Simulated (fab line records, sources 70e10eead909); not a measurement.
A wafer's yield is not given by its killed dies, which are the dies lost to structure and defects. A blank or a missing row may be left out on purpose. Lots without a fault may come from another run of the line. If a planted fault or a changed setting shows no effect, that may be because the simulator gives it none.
Which of the tools did it? ; flow nand_harc ; Sampling: 14 lots, 42 wafers, 5 of 1159 route steps

== WHAT EACH GAUGE READ, for each wafer ==
NHARC_A_M0_CD_MEAS_09: the cd target is 80 nm. Usual: cd_nm reads 80.3 nm (standard deviation 0.79).
lot;measured;on;cd_nm (nm);flag
L416;day 17 21:35;cd_sem-02;80.2 80.4 81.0;
L418;day 18 06:23;cd_sem-01;81.1 79.7 81.0;
L419;day 18 06:37;cd_sem-01;80.1 81.7 79.9;
L420;day 18 14:54;cd_sem-01;81.3 80.1 80.2;
L421;day 19 00:23;cd_sem-01;80.7 80.6 80.7;
L426;day 19 21:37;cd_sem-03;95.1 96.0 96.2;OFF
L427;day 20 06:00;cd_sem-02;92.0 92.2 91.7;OFF
L431;day 21 20:46;cd_sem-01;80.2 78.6 79.6;
L432;day 22 08:18;cd_sem-01;79.9 80.1 79.3;
L435;day 22 20:13;cd_sem-02;79.1 80.0 79.4;
L437;day 22 23:35;cd_sem-01;80.4 81.3 80.9;
L436;day 23 06:34;cd_sem-01;81.4 80.8 80.5;
L438;day 23 10:37;cd_sem-03;80.1 79.9 80.4;
L439;day 23 11:18;cd_sem-01;83.1 80.2 81.0;

NHARC_A_M0_CD_MEAS_16. Usual: cd_nm reads 80.5 nm (standard deviation 0.98).
lot;measured;on;cd_nm (nm);flag
L416;day 17 22:04;cd_sem-02;80.0 81.1 80.7;
L418;day 18 06:52;cd_sem-01;81.7 80.0 81.7;
L419;day 18 07:06;cd_sem-02;81.4 82.5 81.1;
L420;day 18 15:23;cd_sem-03;80.4 80.3 79.9;
L421;day 19 00:52;cd_sem-03;83.3 81.0 82.4;
L426;day 19 22:08;cd_sem-03;94.1 95.3 95.0;OFF
L427;day 20 06:29;cd_sem-03;92.9 91.1 91.9;OFF
L431;day 21 21:22;cd_sem-02;81.1 78.8 79.0;
L432;day 22 08:47;cd_sem-02;79.8 80.2 79.4;
L435;day 22 20:42;cd_sem-02;79.4 79.1 79.1;
L437;day 23 00:04;cd_sem-01;79.9 80.8 81.2;
L436;day 23 07:10;cd_sem-03;81.4 81.0 81.4;
L438;day 23 11:07;cd_sem-01;80.9 80.8 80.9;
L439;day 23 11:47;cd_sem-03;83.5 80.2 82.4;

== WHAT TOOL EACH LOT RAN ON (gives the tool, then ch and the chambers of the sampled wafers, and finally the start) ==
lot;NHARC_A_BLC_PVD_32;NHARC_A_BLC_ALD_23;NHARC_A_M0_PEB_07
L416;pvd_sputter-03, day 17 16:19 or earlier;ald_metal-04 ch 0,1,2, day 17 16:19;litho_track-01 ch 0, day 17 21:30
L418;pvd_sputter-02, day 18 04:22 or earlier;ald_metal-03 ch 2,3, day 18 04:22;litho_track-04 ch 0, day 18 06:18
L419;pvd_sputter-03, day 18 04:35 or earlier;ald_metal-01 ch 2,3, day 18 04:35;litho_track-06 ch 0, day 18 06:32
L420;pvd_sputter-01, day 18 12:34 or earlier;ald_metal-04 ch 0,1,2, day 18 12:34;litho_track-06 ch 0, day 18 14:49
L421;pvd_sputter-03, day 18 21:23 or earlier;ald_metal-04 ch 0,3, day 18 21:23;litho_track-01 ch 0, day 19 00:17
L426;pvd_sputter-02, day 19 19:44 or earlier;ald_metal-03 ch 1,2,3, day 19 19:44;litho_track-06 ch 0, day 19 21:31
L427;pvd_sputter-01, day 20 02:43 or earlier;ald_metal-04 ch 0,1,2, day 20 02:43;litho_track-06 ch 0, day 20 05:55
L431;pvd_sputter-01, day 21 12:54 or earlier;ald_metal-03 ch 1,2, day 21 12:54;litho_track-04 ch 0, day 21 20:40
L432;pvd_sputter-03, day 22 00:14 or earlier;ald_metal-01 ch 1,2,3, day 22 00:14;litho_track-04 ch 0, day 22 08:13
L435;pvd_sputter-02, day 22 17:10 or earlier;ald_metal-03 ch 1,3, day 22 17:10;litho_track-04 ch 0, day 22 20:08
L437;pvd_sputter-03, day 22 21:20 or earlier;ald_metal-03 ch 0,1,2, day 22 21:20;litho_track-01 ch 0, day 22 23:30
L436;pvd_sputter-03, day 23 00:06 or earlier;ald_metal-04 ch 0,1,3, day 23 00:06;litho_track-04 ch 0, day 23 06:29
L438;pvd_sputter-02, day 23 08:31 or earlier;ald_metal-03 ch 0,2, day 23 08:31;litho_track-04 ch 0, day 23 10:32
L439;pvd_sputter-01, day 23 09:23 or earlier;ald_metal-01 ch 0,1, day 23 09:23;litho_track-06 ch 0, day 23 11:13
- NHARC_A_BLC_PVD_32: deposits Ti, target thk 5 nm, time 17.7 s.
- NHARC_A_BLC_ALD_23: deposits TiN, target thk 3 nm, pulse time 1 s, ald cycles 150.
- NHARC_A_M0_PEB_07: peb time 65 s.

== AS READ BY THE TOOLS THEMSELVES (means over the sampled wafers that have a number; for cases with no such wafer, the mark the record gives instead) ==
NHARC_A_BLC_PVD_32. Usual: throttle_valve_pct reads 30.2 % (standard deviation 1.5).
lot;tool;throttle_valve_pct (%);flag
L416;pvd_sputter-03;29.9;
L418;pvd_sputter-02;29.5;
L419;pvd_sputter-03;30.7;
L420;pvd_sputter-01;30.5;
L421;pvd_sputter-03;30.7;
L426;pvd_sputter-02;29.1;
L427;pvd_sputter-01;32.1;
L431;pvd_sputter-01;31.9;
L432;pvd_sputter-03;30.8;
L435;pvd_sputter-02;29.2;
L437;pvd_sputter-03;30.1;
L436;pvd_sputter-03;30.6;
L438;pvd_sputter-02;28.1;
L439;pvd_sputter-01;30.6;

NHARC_A_BLC_ALD_23. Usual: heater_power_w 1066 W, standard deviation 87; precursor_pulse_height_rel 0.999, standard deviation 0.019.
lot;tool;heater_power_w (W);precursor_pulse_height_rel;flag
L416;ald_metal-04;1011;0.986;
L418;ald_metal-03;1120;1.001;
L419;ald_metal-01;1089;0.975;
L420;ald_metal-04;1034;0.991;
L421;ald_metal-04;1089;1.017;
L426;ald_metal-03;1022;1.004;
L427;ald_metal-04;1051;0.987;
L431;ald_metal-03;1024;1.019;
L432;ald_metal-01;1082;0.991;
L435;ald_metal-03;917;0.974;
L437;ald_metal-03;1094;1.014;
L436;ald_metal-04;1061;1.017;
L438;ald_metal-03;1199;0.990;
L439;ald_metal-01;1148;0.986;

NHARC_A_M0_PEB_07. Usual: heater_power_total_W 156.6 W, standard deviation 0.41; plate_temp_C 100.01 C, standard deviation 0.15; resist_line_temp_C 23.01 C, standard deviation 0.12.
lot;tool;heater_power_total_W (W);plate_temp_C (C);resist_line_temp_C (C);flag
L416;litho_track-01;156.6;100.28;23.15;
L418;litho_track-04;156.6;100.08;23.08;
L419;litho_track-06;156.4;99.98;23.03;
L420;litho_track-06;156.3;100.04;23.09;
L421;litho_track-01;156.3;99.94;23.13;
L426;litho_track-06;165.8;104.15;22.99;OFF
L427;litho_track-06;165.8;104.17;22.98;OFF
L431;litho_track-04;156.7;100.06;23.07;
L432;litho_track-04;156.2;100.00;22.97;
L435;litho_track-04;156.8;100.16;23.15;
L437;litho_track-01;156.3;100.00;22.97;
L436;litho_track-04;155.9;99.89;23.00;
L438;litho_track-04;156.4;99.94;22.96;
L439;litho_track-06;156.7;100.02;22.99;

== THE ANSWER, worked out from the rows above alone ==
Rule: lot off if the mean of its wafers having a number is beyond 3 standard deviations from the usual mean. Also off: a lot with no number at a reading for which 4 or more lots have one. Where the step has rows for the other lots, those lots are counted as sound. First the gauges in route order, then the tools' own readings, where a lot's mean is used as printed above. At the first step where some lot is off, the reading lying furthest off is the one used; lots without a number count as furthest.
Off at NHARC_A_M0_CD_MEAS_09 (cd_nm): L426, L427.
If a tool, at a process step before that reading, ran all the lots that are off and no sound lot after the first of them, it fits. The gauges at NHARC_A_M0_CD_MEAS_09 aren't tried: what is off there is off at NHARC_A_M0_PEB_07 too, on other tools, and a gauge's error can't cause that. NHARC_A_BLC_PVD_32: start missing for some lots; hours and lot order therefore follow NHARC_A_BLC_ALD_23. No candidate that was tried fits.

== WHAT WAS PUT IN BY THE SIMULATOR ==
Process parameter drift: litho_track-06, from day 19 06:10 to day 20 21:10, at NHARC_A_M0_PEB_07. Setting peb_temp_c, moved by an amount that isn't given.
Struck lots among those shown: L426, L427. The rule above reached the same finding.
